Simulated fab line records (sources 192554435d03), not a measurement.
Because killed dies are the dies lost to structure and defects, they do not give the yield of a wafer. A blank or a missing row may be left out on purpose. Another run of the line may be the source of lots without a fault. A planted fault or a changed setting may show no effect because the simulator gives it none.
fab line records	flow n5-finfet
record lots=6	wafers=17	last-day=18
route steps=1938 shown BEOL_M0@729 BEOL_M1@751 PASSIVATION@1936
lots with no fault: from the same line, run without faults
start-h: the number of hours between the record's first day and the start of the first shown wafer of the lot	wait-h: time in hours since the lot's previous step	" unchanged from the row above	L1.1+2: a single row standing in for several wafers	- no value, or no start given	* or withheld: withheld	< > ~ a bound
route shown NAME@n: names a module that has steps shown in the file, with the first one's number in the route	usual: mean/standard deviation taken from wafers without a fault	same: alike in all rows	chamber/n: place in a boat	sites: readings site by site	_std_site: standard deviation across them	_edge_site: inner sites' mean taken away from outer sites' mean	radius-mm: for every site, how far away it sits from the centre of the wafer	mask NAME#n: copy n	behind: the last tool/chamber to shape the wafer	hold: cause of the lot's hold/its duration in hours/its outcome	device: which transistor (n, p or np) failed to switch	end of line: at the end of the route, the tests of the same wafers	a step given without rows: its recipe and nothing more	killed: dies lost to structure and defects at the first sort, not the wafer's yield	map: the dies of a wafer, with x for killed, . for not killed, _ for no die there
set.NAME: the setting as run; set.NAME@STEP: as run at that earlier step	model.NAME: the simulator's own value behind a step, which no gauge read
certain route steps with their lots: each step a table, each wafer a row
services: from which hour (start-h, from the record's first day; less than 0 if before it) a tool's chamber was out of use, for how many hours, and why
## steps
# step N5_BEOL_M0_DEGAS_112
# recipe ambient=vacuum	temp-c=250	time-s=60
# step N5_BEOL_M0_PRE_CLEAN_113
# recipe gas=H2/He	time-s=30	temp-c=250
# usual heater-power-w=342/40
lot.wafer	tool	chamber	start-h	wait-h	heater-power-w
L851.2	pvd-sputter-01	-	139.98	0.0	364
L851.5	"	-	"	"	321
L851.6	"	-	"	"	373
L852.2	pvd-sputter-03	-	149.36	0.0	318
L852.4	"	-	"	"	360
L852.5	"	-	"	"	353
L858.2	pvd-sputter-03	-	186.85	0.0	330
L858.4	"	-	"	"	311
L862.2	pvd-sputter-03	-	211.38	0.0	335
L862.4	"	-	"	"	307
L862.5	"	-	"	"	313
L864.2	pvd-sputter-02	-	218.84	0.0	419
L864.3	"	-	"	"	295
L864.5	"	-	"	"	290
L866.2	pvd-sputter-02	-	231.73	0.0	288
L866.4	"	-	"	"	410
L866.6	"	-	"	"	294
# step N5_BEOL_M0_ALD_136
# recipe material=TaN	target-thk-a=*	temp-c=275	ald-precursor-family=PDMAT	ald-co-reactant=NH3	pressure-torr=3	carrier-flow-sccm=1500	pulse-time-s=2	purge-time-s=3	co-reactant-purge-time-s=2	co-reactant-pulse-time-s=3	ald-cycles=30	precursor-vessel-temp-c=75	precursor-vessel-pressure-torr=26.25	precursor-vessel-carrier-sccm=1000
# step N5_BEOL_M0_SURFACE_TREAT_137
# recipe gas=Ar	time-s=*	ion-energy-ev=*	ion-current-ma-cm2=0.5	pressure-mtorr=*	ar-flow-sccm=30
# step N5_BEOL_M0_CVD_115
# recipe material=Co	target-thk-a=*	temp-c=withheld	precursor=CCTBA/H2	pressure-torr=30	time-s=120
# step N5_BEOL_M0_SPUTTER_116
# recipe material=Cu	target-thk-a=40	temp-c=-20	chamber-pressure-pa=0.07	power-w=withheld	time-s=7.37
# step N5_BEOL_M0_ANNEAL_117
# recipe temp-c=400	time-s=60	ambient=vacuum
# step N5_BEOL_M0_SPUTTER_132
# recipe material=Cu	target-thk-a=40	temp-c=-20	chamber-pressure-pa=0.07	power-w=withheld	time-s=7.37
# step N5_BEOL_M0_ANNEAL_133
# recipe temp-c=400	time-s=60	ambient=vacuum
# usual heater-power-w=857/92
lot.wafer	tool	chamber	start-h	wait-h	heater-power-w
L851.2	pvd-sputter-03	-	142.78	0.0	762
L851.5	"	-	"	"	765
L851.6	"	-	"	"	822
L852.2	pvd-sputter-03	-	151.58	0.0	764
L852.4	"	-	"	"	891
L852.5	"	-	"	"	839
L858.2	pvd-sputter-02	-	189.42	0.0	1052
L858.4	"	-	"	"	729
L862.2	pvd-sputter-01	-	212.78	0.0	917
L862.4	"	-	"	"	914
L862.5	"	-	"	"	793
L864.2	pvd-sputter-01	-	219.59	0.0	793
L864.3	"	-	"	"	976
L864.5	"	-	"	"	891
L866.2	pvd-sputter-02	-	232.38	0.0	1059
L866.4	"	-	"	"	827
L866.6	"	-	"	"	1044
# step N5_BEOL_M0_SPUTTER_134
# recipe material=Cu	target-thk-a=40	temp-c=-20	chamber-pressure-pa=0.07	power-w=withheld	time-s=7.37
# step N5_BEOL_M0_ANNEAL_135
# recipe temp-c=400	time-s=60	ambient=vacuum
# usual heater-power-w=857/91
lot.wafer	tool	chamber	start-h	wait-h	heater-power-w
L851.2	pvd-sputter-03	-	142.90	0.0	781
L851.5	"	-	"	"	762
L851.6	"	-	"	"	807
L852.2	pvd-sputter-03	-	151.70	0.0	776
L852.4	"	-	"	"	874
L852.5	"	-	"	"	842
L858.2	pvd-sputter-02	-	189.54	0.0	1067
L858.4	"	-	"	"	738
L862.2	pvd-sputter-01	-	212.90	0.0	934
L862.4	"	-	"	"	909
L862.5	"	-	"	"	803
L864.2	pvd-sputter-01	-	219.71	0.0	796
L864.3	"	-	"	"	947
L864.5	"	-	"	"	902
L866.2	pvd-sputter-02	-	232.50	0.0	1025
L866.4	"	-	"	"	838
L866.6	"	-	"	"	1019
# step N5_BEOL_M0_SPUTTER_141
# recipe material=Cu	target-thk-a=40	temp-c=-20	chamber-pressure-pa=0.07	power-w=withheld	time-s=7.37
# step N5_BEOL_M0_ECD_118
# recipe material=Cu	target-thk-a=3000
lot.wafer	tool	chamber	start-h	wait-h
L851.2+5+6	ecd-cu-02	1,0,1	143.06	0.1
L852.2+4+5	ecd-cu-01	1,0,1	151.86	0.1
L858.2+4	ecd-cu-02	1,0	189.70	0.1
L862.2+4+5	ecd-cu-02	1,1,0	213.06	0.1
L864.2+3+5	ecd-cu-02	1,0,1	219.87	0.1
L866.2+4+6	ecd-cu-01	1,0,1	232.66	0.1
# step N5_BEOL_M0_ANNEAL_119
# recipe temp-c=225	time-s=90	ambient=N2
# step N5_BEOL_M0_CMP_120
# recipe stop-on=SiOC	t-overpolish-s=6.9	down-force-psi=1	platen-rpm=50	clearing-platen-down-force-psi=1.5	clearing-platen-rpm=50	post-cmp-clean=cu-alkaline	clearing-platen-pad-velocity-m-s=0.99484	pad-velocity-m-s=0.99484
# step N5_BEOL_M0_PRE_CLEAN_131
# recipe gas=NH3/H2	time-s=15	temp-c=*	rf-power-w=300
# step N5_BEOL_M0_CO_CAP_123
# recipe material=Co	target-thk-a=20	temp-c=200	precursor=CCTBA/H2	pressure-torr=30	time-s=102.1
# step N5_BEOL_M0_PRE_CLEAN_124
# recipe gas=NH3	time-s=15	temp-c=withheld	rf-power-w=300
# step N5_BEOL_M0_DEP_125
# recipe material=SiCN	target-thk-a=80	temp-c=withheld	precursor=3MS/NH3	pressure-torr=3	rf-w=202	time-s=14
# usual chamber-pressure-Torr=3.000/0.0062	showerhead-plenum-p-Torr=3.667/0.013	showerhead-vpp-V=878/31	throttle-valve-pct=9.4/0.5
lot.wafer	tool	chamber	start-h	wait-h	chamber-pressure-Torr	showerhead-plenum-p-Torr	showerhead-vpp-V	throttle-valve-pct
L851.2	pecvd-04	0	143.99	0.0	2.993	3.688	874	9.8
L851.5	"	1	"	"	2.989	3.678	883	9.3
L851.6	"	0	"	"	2.994	3.687	880	10.0
L852.2	pecvd-04	1	152.72	0.0	2.999	3.679	854	9.2
L852.4	"	1	"	"	2.991	3.685	882	9.5
L852.5	"	2	"	"	3.002	3.631	912	8.1
L858.2	pecvd-03	2	190.75	0.0	2.992	3.665	839	8.8
L858.4	"	2	"	"	3.010	3.663	827	9.0
L862.2	pecvd-03	2	213.94	0.0	2.999	3.670	823	9.4
L862.4	"	1	"	"	2.999	3.655	866	10.0
L862.5	"	2	"	"	2.996	3.663	834	8.5
L864.2	pecvd-01	1	220.76	0.0	2.995	3.681	867	9.0
L864.3	"	1	"	"	3.000	3.687	859	9.4
L864.5	"	1	"	"	3.005	3.676	857	9.2
L866.2	pecvd-04	2	234.98	0.0	2.994	3.648	906	8.8
L866.4	"	1	"	"	3.010	3.675	879	9.4
L866.6	"	0	"	"	2.995	3.672	868	9.7
# step N5_BEOL_M0_RS_MEAS_126
# recipe thk-meas-gauge=four-point-probe	reads=Co_of_BEOL_M0_CO_CAP_123+Cu_of_BEOL_M0_ECD_118+Co_of_BEOL_M0_CVD_115+TaN_of_BEOL_M0_ALD_136
# usual M0_RS=0.541/0.019
lot.wafer	tool	chamber	start-h	wait-h	M0_RS[ohm/sq]
L851.2	film-metro-02	-	144.05	0.1	0.534
L851.5	"	-	"	"	0.534
L851.6	"	-	"	"	0.516
L852.2	film-metro-01	-	152.79	0.1	0.543
L852.4	"	-	"	"	0.542
L852.5	"	-	"	"	0.527
L858.2	film-metro-02	-	190.82	0.1	0.574
L858.4	"	-	"	"	0.550
L862.2	film-metro-01	-	214.00	0.1	0.525
L862.4	"	-	"	"	0.533
L862.5	"	-	"	"	0.522
L864.2	film-metro-01	-	220.85	0.1	0.548
L864.3	"	-	"	"	0.522
L864.5	"	-	"	"	0.507
L866.2	film-metro-02	-	235.05	0.1	0.561
L866.4	"	-	"	"	0.526
L866.6	"	-	"	"	0.533
# step N5_BEOL_M1_ILD_DEP_00
# recipe material=SiOC	target-thk-a=790	temp-c=350	precursor=DEMS/O2	pressure-torr=5	rf-w=500	time-s=15.3
# step N5_BEOL_M1_THK_MEAS_01
# recipe reads=SiOC_of_BEOL_M1_ILD_DEP_00
# usual M1_ILD_THK=78.8/0.93
lot.wafer	tool	chamber	start-h	wait-h	M1_ILD_THK[nm]
L851.2	film-metro-01	-	144.18	0.1	76.9
L851.5	"	-	"	"	78.7
L851.6	"	-	"	"	78.2
L852.2	film-metro-01	-	152.92	0.1	78.6
L852.4	"	-	"	"	78.6
L852.5	"	-	"	"	79.9
L858.2	film-metro-02	-	190.95	0.1	79.2
L858.4	"	-	"	"	78.9
L862.2	film-metro-02	-	214.13	0.1	78.2
L862.4	"	-	"	"	79.0
L862.5	"	-	"	"	80.1
L864.2	film-metro-01	-	220.98	0.1	77.6
L864.3	"	-	"	"	77.6
L864.5	"	-	"	"	79.1
L866.2	film-metro-02	-	235.19	0.1	77.7
L866.4	"	-	"	"	80.0
L866.6	"	-	"	"	78.6
# step N5_BEOL_M1_PECVD_72
# recipe material=SiO2	target-thk-a=160	temp-c=400	precursor=TEOS/O2	pressure-torr=5.5	rf-w=450	teos-flow-sccm=53.8	gas=O2	flow-sccm=3000	time-s=18
# step N5_BEOL_M1_HM_DEP_02
# recipe material=TiN	target-thk-a=200	temp-c=25	chamber-pressure-pa=0.49996
# step N5_BEOL_M1_COAT_61
# recipe resist=SOC	temp-c=250	time-s=60	spin-rpm=1500	resist-thk-nm=60
# step N5_BEOL_M1_COAT_62
# recipe resist=SiARC	temp-c=220	time-s=60	spin-rpm=1500	resist-thk-nm=12
# step N5_BEOL_M1_COAT_73
# recipe resist=underlayer	temp-c=205	time-s=60	spin-rpm=1500	resist-thk-nm=5
# step N5_BEOL_M1_COAT_05
# recipe resist=CAR-EUV	spin-rpm=1500	resist-thk-nm=30
# step N5_BEOL_M1_EBR_07
# recipe solvent=PGMEA	ebr-width-mm=1.5
# step N5_BEOL_M1_SOFTBAKE_06
# recipe temp-c=110	time-s=60	resist=CAR-EUV
# step N5_BEOL_M1_EXPOSE_08
# recipe mask-id=M1	na=0.33	source-shape=dipole	sigma-inner=0.369	sigma-outer=0.767	polarization=unpolarized	dose-mj=33
# step N5_BEOL_M1_PEB_09
# recipe peb-temp-c=100	peb-time-s=60	resist=CAR-EUV
# step N5_BEOL_M1_DEVELOP_10
# recipe develop-time-s=30	developer=TMAH	resist=CAR-EUV	rinse-liquid=surfactant-rinse	dry=air-spin	dev-temp-c=23
# step N5_BEOL_M1_CD_MEAS_11
# recipe target-cd-nm=17.05	landing-energy-ev=500	detector=se-inlens	polarity=opening
# usual cd-nm=17.09/0.22
lot.wafer	tool	chamber	start-h	wait-h	cd-nm
L851.2	cd-sem-01	0	148.50	-	16.74
L851.5	"	0	"	"	17.09
L851.6	"	0	"	"	17.13
L852.2	cd-sem-02	0	154.08	-	17.47
L852.4	"	0	"	"	16.93
L852.5	"	0	"	"	17.14
L858.2	cd-sem-02	0	193.92	-	17.20
L858.4	"	0	"	"	17.03
L862.2	cd-sem-02	0	215.08	-	17.23
L862.4	"	0	"	"	17.37
L862.5	"	0	"	"	17.37
L864.2	cd-sem-02	0	222.16	-	17.00
L864.3	"	0	"	"	17.04
L864.5	"	0	"	"	17.16
L866.2	cd-sem-01	0	235.82	-	17.05
L866.4	"	0	"	"	16.90
L866.6	"	0	"	"	17.05
# step N5_BEOL_M1_OVL_MEAS_12
# recipe points-per-wafer=522
# usual M1_OVL=0.2/0.71
lot.wafer	tool	chamber	start-h	wait-h	M1_OVL[nm]
L851.2	overlay-01	0	148.54	0.0	-0.7
L851.5	"	0	"	"	-0.1
L851.6	"	0	"	"	0.1
L852.2	overlay-02	0	154.12	0.0	-1.3
L852.4	"	0	"	"	-0.9
L852.5	"	0	"	"	0.1
L858.2	overlay-01	0	193.96	0.0	-0.2
L858.4	"	0	"	"	-1.0
L862.2	overlay-01	0	215.12	0.0	0.5
L862.4	"	0	"	"	0.2
L862.5	"	0	"	"	0.0
L864.2	overlay-01	0	222.20	0.0	2.1
L864.3	"	0	"	"	0.6
L864.5	"	0	"	"	-0.5
L866.2	overlay-01	0	235.86	0.0	0.2
L866.4	"	0	"	"	-1.2
L866.6	"	0	"	"	0.3
# step N5_BEOL_M1_DESCUM_16
# recipe chemistry=O2	time-s=7	source-power-w=50	bias-power-w=20	pressure-mtorr=20	rf-frequency-hz=2.712e+07	temp-c=40	resist=CAR-EUV	o2-flow-sccm=225
# usual drypump-motor-current-A=5.8/0.56	oes-product-au=0.77/0.065	rf-vpp-V=243.4/1.3	showerhead-plenum-p-Torr=2.11/0.072	throttle-valve-pct=20.53/0.24
lot.wafer	tool	chamber	start-h	wait-h	drypump-motor-current-A	oes-product-au	rf-hours-counter-h	rf-vpp-V	showerhead-plenum-p-Torr	throttle-valve-pct
L851.2	rie-diel-03	1	148.64	0.1	6.1	0.75	186	243.9	2.18	20.70
L851.5	"	2	"	"	4.7	0.78	-	243.4	2.19	20.87
L851.6	"	1	"	"	6.1	0.74	-	244.8	2.18	20.69
L852.2	rie-diel-01	3	154.20	0.0	6.2	0.75	165	243.7	2.18	20.25
L852.4	"	1	"	"	6.2	0.73	181	241.9	1.98	20.55
L852.5	"	0	"	"	6.2	0.68	-	243.0	2.06	20.32
L858.2	rie-diel-01	0	194.05	0.0	6.1	0.95	3	243.2	2.06	19.94
L858.4	"	1	"	"	6.3	0.71	193	241.8	1.98	20.54
L862.2	rie-diel-03	1	215.20	0.0	6.1	0.72	203	245.1	2.18	20.71
L862.4	"	3	"	"	6.4	0.84	72	241.8	2.04	20.43
L862.5	"	2	"	"	4.7	0.76	-	246.1	2.19	20.88
L864.2	rie-diel-04	2	222.33	0.1	5.2	0.94	8	241.7	2.05	20.22
L864.3	"	1	"	"	6.2	0.79	132	242.4	2.01	20.73
L864.5	"	3	"	"	5.9	0.74	-	241.8	2.06	20.50
L866.2	rie-diel-04	1	235.94	0.0	6.1	0.79	136	242.7	2.00	20.74
L866.4	"	2	"	"	5.2	0.93	12	241.9	2.05	20.22
L866.6	"	0	"	"	5.9	0.69	-	243.8	2.15	20.31
# step N5_BEOL_M1_ETCH_74
# recipe chemistry=N2/H2	target=underlayer	target-depth-a=65	mask-material=CAR-EUV	time-s=5.2	ion-energy-ev=200	pressure-mtorr=30	source-w=840	bias-w=150	n2-flow-sccm=200	h2-flow-sccm=200	ends=cleared
# step N5_BEOL_M1_ETCH_63
# recipe chemistry=CF4	target=SiARC	target-depth-a=156	mask-material=CAR-EUV	time-s=26	ion-energy-ev=80	pressure-mtorr=40	source-w=545	bias-w=36	Ar_flow_sccm=100	cf4-flow-sccm=100	ends=cleared
# step N5_BEOL_M1_ETCH_64
# recipe chemistry=N2/H2	target=SOC	target-depth-a=750	overetch-a=150	mask-material=SiARC	temp-c=40	time-s=112.5	ion-energy-ev=200	pressure-mtorr=30	source-w=840	bias-w=150	n2-flow-sccm=200	h2-flow-sccm=200
# step N5_PASSIVATION_PROBE_49
# usual defect-limited-yield=91.6/1.4	killed_at_M0_to_M3=33/10	killed_at_M4_up=13/5.3	killed-at-contacts=13/5.9	killed-at-front-end=36/12	killed-at-other=4/3.1	killed-dies=99/16	killed-on-rim=13/4.2	killed-open=65/13	killed-short=32/7.3	sort_bin_5_function=4.9/0.9	sort_bin_6_memory=3.1/0.66	sort-n-pass=1081/17	sort-yield-pct=91.6/1.4
# same gross-dies=1180	killed-at-back-side=0	sort_bin_4_leakage[%]=0	sort_bin_8_speed[%]=0
lot.wafer	tool	chamber	start-h	wait-h	defect-limited-yield[%]	killed_at_M0_to_M3	killed_at_M4_up	killed-at-contacts	killed-at-front-end	killed-at-other	killed-dies	killed-on-rim	killed-open	killed-short	sort_bin_5_function[%]	sort_bin_6_memory[%]	sort-n-pass	sort-yield-pct[%]
L851.2	prober-01	-	331.56	0.1	90.3	46	18	10	36	5	115	29	76	38	4.7	4.2	1065	90.3
L851.5	prober-01	-	331.71	0.2	90.2	34	14	27	39	2	116	15	88	27	6.0	3.6	1064	90.2
L851.6	prober-01	-	331.76	0.3	91.7	32	22	10	30	4	98	11	61	35	4.7	3.0	1082	91.7
L862.2	prober-02	-	391.42	0.1	95.0	21	5	2	30	1	59	7	46	12	3.1	1.8	1121	95.0
L862.4	prober-02	-	391.52	0.2	92.0	33	3	18	36	4	94	10	58	36	4.7	3.1	1086	92.0
L862.5	prober-02	-	391.57	0.2	48.1	574	2	10	23	3	612	88	37	21	32.5	15.8	568	48.1
L864.3	prober-02	-	394.14	0.1	48.3	547	9	19	35	0	610	75	60	22	33.0	14.5	570	48.3
L866.2	prober-02	-	428.83	0.1	88.4	33	33	12	56	3	137	16	91	45	6.8	4.3	1043	88.4
L866.4	prober-02	-	428.93	0.2	89.6	26	28	9	59	1	123	17	79	43	6.4	3.6	1057	89.6
L866.6	prober-02	-	429.03	0.3	91.5	35	15	11	38	1	100	22	64	35	4.7	3.6	1080	91.5
# killed by level:class
L851.2 MOL_CONTACT_COAG:geometric-particle:open=9 BEOL_M2:geometric-particle:open=9 BEOL_M2:geometric-particle:short=8 FIN_SAQP:geometric-particle:open=7 FIN_SAQP:geometric-particle:short=6 BEOL_M1:geometric-particle:open=6 STI_FIN_REVEAL:geometric-particle:open=5 BEOL_M0_SAQP:geometric-particle:short=5
L851.5 MOL_CONTACT_COAG:geometric-particle:open=23 BEOL_M1:geometric-particle:open=11 STI_FIN_REVEAL:geometric-particle:open=10 DUMMY_GATE:geometric-particle:open=10 BEOL_M4:geometric-particle:open=8 BEOL_M2:geometric-particle:open=5 BEOL_M3:geometric-particle:open=5 ILD0:geometric-particle:open=4
L851.6 BEOL_M1:geometric-particle:open=11 STI_FIN_REVEAL:geometric-particle:open=9 MOL_CONTACT_COAG:geometric-particle:open=8 BEOL_M4:geometric-particle:open=7 BEOL_M4:geometric-particle:short=6 DUMMY_GATE:geometric-particle:open=6 BEOL_M0_SAQP:geometric-particle:short=4 BEOL_M3:geometric-particle:short=4
L862.2 STI_FIN_REVEAL:geometric-particle:open=12 FIN_SAQP:geometric-particle:open=6 BEOL_M1:geometric-particle:open=6 BEOL_M0_SAQP:geometric-particle:open=5 BEOL_M3:geometric-particle:open=4 FIN_SAQP:geometric-particle:short=3 BEOL_M2:geometric-particle:open=3 STARTING-WAFER:geometric-particle:open=3
L862.4 MOL_CONTACT_COAG:geometric-particle:open=12 BEOL_M3:geometric-particle:open=9 GATE_CUT:geometric-particle:short=6 MOL_CONTACT_COAG:geometric-particle:short=6 BEOL_M0_SAQP:geometric-particle:open=6 BEOL_M1:geometric-particle:open=6 FIN_SAQP:geometric-particle:short=5 STI_FIN_REVEAL:geometric-particle:open=5
L862.5 BEOL_M0:unspecified=552 STI_FIN_REVEAL:geometric-particle:open=8 BEOL_M1:geometric-particle:open=8 MOL_CONTACT_COAG:geometric-particle:open=7 BEOL_M0_SAQP:geometric-particle:short=5 BEOL_M3:geometric-particle:short=4 FIN_SAQP:geometric-particle:open=3 FIN_SAQP:geometric-particle:short=3
L864.3 BEOL_M0:unspecified=528 MOL_CONTACT_COAG:geometric-particle:open=13 STI_FIN_REVEAL:geometric-particle:open=11 FIN_SAQP:geometric-particle:open=10 BEOL_M0_SAQP:geometric-particle:open=7 MOL_CONTACT_COAG:geometric-particle:short=6 STI_FIN_REVEAL:geometric-particle:short=5 BEOL_M0_SAQP:geometric-particle:short=4
L866.2 BEOL_M4:geometric-particle:open=22 STI_FIN_REVEAL:geometric-particle:open=11 MOL_CONTACT_COAG:geometric-particle:open=11 BEOL_M2:geometric-particle:open=9 ILD0:geometric-particle:open=7 BEOL_M3:geometric-particle:short=7 FIN_SAQP:geometric-particle:open=6 DUMMY_GATE:geometric-particle:open=6
L866.4 BEOL_M3:geometric-particle:open=14 BEOL_M4:geometric-particle:open=11 FIN_SAQP:geometric-particle:short=9 DUMMY_GATE:geometric-particle:open=8 MOL_CONTACT_COAG:geometric-particle:open=8 FIN_SAQP:geometric-particle:open=7 ILD0:geometric-particle:open=7 STARTING-WAFER:geometric-particle:short=6
L866.6 BEOL_M4:geometric-particle:open=10 BEOL_M2:geometric-particle:open=9 FIN_SAQP:geometric-particle:short=8 MOL_CONTACT_COAG:geometric-particle:open=8 BEOL_M0_SAQP:geometric-particle:open=8 DUMMY_GATE:geometric-particle:open=7 BEOL_M0_SAQP:geometric-particle:short=7 STI_FIN_REVEAL:geometric-particle:open=4
# map L862.5 (x killed, . not)
_________________x..x.xx.xxxx________________
______________..xx.x.x..x.x....._____________
___________xxxxxxx.xx.xxx.xxx...x..__________
__________x...x..xxxx...xx.x..x.xxx._________
________.xxx..xxxx..xx..x..xxxx..xxx.x_______
_______.x.......xxx..xx.xxx...xx...xx..______
______.x...xxxxxx....xxxxxxxx.xx.xxx..x._____
_____x.x.x.x.xxxxxxx..x.xx..xxx.....xx.xx____
____xxx..x...x...xxxx....x...xx..xxxxxxx.x___
___x.x.xxxx.x.xx...xxxx.x.x..x.xx...xx.x..x__
___.x.x..x.xxx...x.xxxx.....xxx......xxxxxx__
__xx.xx.x...x.x....x.x...xx.x.x.xxx.x.xxx..x_
__xx.x.xxxxx..x....xx.xxxxx.xxx...x...x...xx_
_..x.xx....x...x..x....x.....xxxxxx.xx.x..xx.
_xxx.x.x.x....x.....xx.xxxx.x.x..xx.....x....
_xx.xx.xxxxxx..x..x.xx.x.x..xx.x.xx.x.xx.xx..
_.xxx.x.x...xxxx.x..x.xx....xx.xx.x...x...x..
_...x.xxxxx.....xx....x..x.x.x....x.xxxxxx.x.
_.x....x..........xxxxxxx....xxxx...x..x.xx..
_x.x..x.xx..xxxxxx.xx...xxxxxxx.xxxx..x....xx
_xxxx.xxxxx..xxxx..xxxx..xxx..x.x..x.x..xx...
__.x.xx..xx.x.xx......xx....x...x.x...xx...x_
__.xx...x...x.x......xx.x.xxxxxxxxxxx.x.xxxx_
___xx..xx.x.....xx...x..x..xxx..x.x..x..x..__
___x.....xx.x..xx..x.....xxx...xx.xxx.x.xx.__
____x.xxx..xxx.x..xx...xx.x.x.x.x.xx.xxxxx___
_____xx.x..xx.xx.x.xxxx.xx....x..xx.xxxx.____
______.xx.x.x.xx.xxxxxx.x....xxxxx..xxx._____
_______xx..xx.xx.x....xx.....x.x.x..xxx______
________xxxxx.x....x.xxx..xx.xxxxxx..x_______
__________....xx.x.x.x..x.x.xxxx...x_________
___________xxxx..xxxxx.x...xxxx.xx.__________
______________xxxx.x.x.x..x..x.._____________
_________________.xx.xx.xxx.x________________
# map L864.3 (x killed, . not)
_________________.xxx..x.x.x.________________
______________x.x.xx...xxxx.xxx._____________
___________xxxxx.x.xx...x.xx.xxxxxx__________
__________xx..x.x.x..x.x..x....x.x.._________
________.xxxxx.xx.x...x.x.xxxx......xx_______
_______...x..x.xx..x.xx.x.x.x...xxx...x______
______x.x.xxxxx.xx..x..xxxxx.xxxxx..xx.._____
_____.......x.x..x.xxx.x.x.x.x..x.xxxxxx.____
____xx.x.x..x.x....x.xxx..x.x.xxx..xx.xxx.___
___..xxxxx.xx.x.x.xxxx.xxxxxx..xxx.....x.xx__
___xxxxx......x.x.x..x.xx.x....xxxx.xxx...x__
__xx..x..x....xxxx.xx..x..x..x.xx.xx.xxxxxxx_
__.xxx..xxxxxxx.xxx...xxxxxx.xxxx..x.xx..x.._
_.xx.xxxx..x.xxxx..x.xxx....x..x.xx...x.xx..x
_..xxxx.x...x.xx.....xxxxxx..xxxx...x.......x
_.x.xxxxx.x.x.x....xxx.x.x.....x....xx.xx....
_..xx.xx......xxxxxxxx.x.....xx.xx.xxx..xx.x.
_xxx.xxx..x..xxxx.xxx...xxx.xxxxx.xx.x.x.....
_.x.x..xxx.x.xx.....xxx..x....xxx..x..xx.x.xx
_.x...x...x..x.....xxxxxxx.x.x...x...x.x.....
_.x.x..xxx....x.xxx.x.x.xxxx.x.xxxxx.xxx.xx..
__.x.xxx..x.x...xxxxxxx.x..xx....x.xx.xx..x._
__.xx..xxxxxxx..xx.x...x..x...xx.xxx..xxxx.._
___x.xx..x.xx.xxxxx...x.xxxx.x.xxx.xx.x...x__
___xxx...x.xxxx.x.x.x...x.x.xx..x....xx.x.x__
____xxxxxx.x..x.xxxxx.xx...xx..xx.xx.x....___
_____xx...xx..x.xx.x...xx.xxxxxxx.x.xx..x____
______x...x..x.xx.x....xx.x.......x.x.xx_____
_______xx......x...xxx.x....xxx..xx....______
________...xxxxx...x..x.x.xx.xx...x..._______
__________......xxxxxxx..x.x.x.x.x.._________
___________x.x.xxxx...x.x..xx..x..x__________
______________.x....x....xx.xx.x_____________
_________________....x.xxx.xx________________
## services
tool	chamber	start-h	hours	kind
ecd-cu-01	-	135.07	0.6	repair
rie-diel-01	3	139.01	5.3	repair
pvd-sputter-01	-	143.59	5.2	repair
rie-diel-04	2	153.49	7.9	repair
rie-diel-03	2	154.27	4.0	repair
ecd-cu-01	-	156.06	1.7	repair
rie-diel-01	0	162.16	-	clean
rie-diel-01	0	162.16	-	consumable-replace:focus-ring
rie-diel-01	0	162.16	22.8	scheduled-down
rie-diel-01	0	162.16	22.8	vent-cycle
pecvd-03	-	162.43	2.2	repair
rie-diel-04	2	172.44	-	clean
rie-diel-04	2	172.44	-	consumable-replace:focus-ring
rie-diel-04	2	172.44	14.8	scheduled-down
rie-diel-04	2	172.44	14.8	vent-cycle
rie-diel-01	3	175.59	15.8	repair
rie-diel-03	-	179.33	2.8	pm
pecvd-04	1	196.95	5.5	scheduled-down
rie-diel-04	2	200.78	4.9	repair
pecvd-04	-	203.08	1.3	repair
rie-diel-04	0	210.17	13.3	repair
pecvd-01	2	215.87	20.5	repair
pecvd-03	1	223.73	6.0	repair
pecvd-03	2	234.72	9.0	repair
## key
first-sign step=N5_PASSIVATION_PROBE_49	reading=killed_at_M0_to_M3	direction=up	sigmas=53	usual=33	struck=560
effect step=N5_PASSIVATION_PROBE_49	reading=defect-limited-yield	direction=down	sigmas=31	usual=91.6	struck=48.2
more-kills-born-at N5_BEOL_M0_ECD_118@ecd-cu-02=1080
met-at N5_BEOL_M0_ECD_118
struck-wafers L862.5,L864.3
onset-between 189.70 213.06
fault kind=chamber-particle-source	tool=ecd-cu-02	chamber=0	onset-h=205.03	steps=N5_BEOL_M0_ECD_118	rate-per-visit-cm2=1.239	end-h=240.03
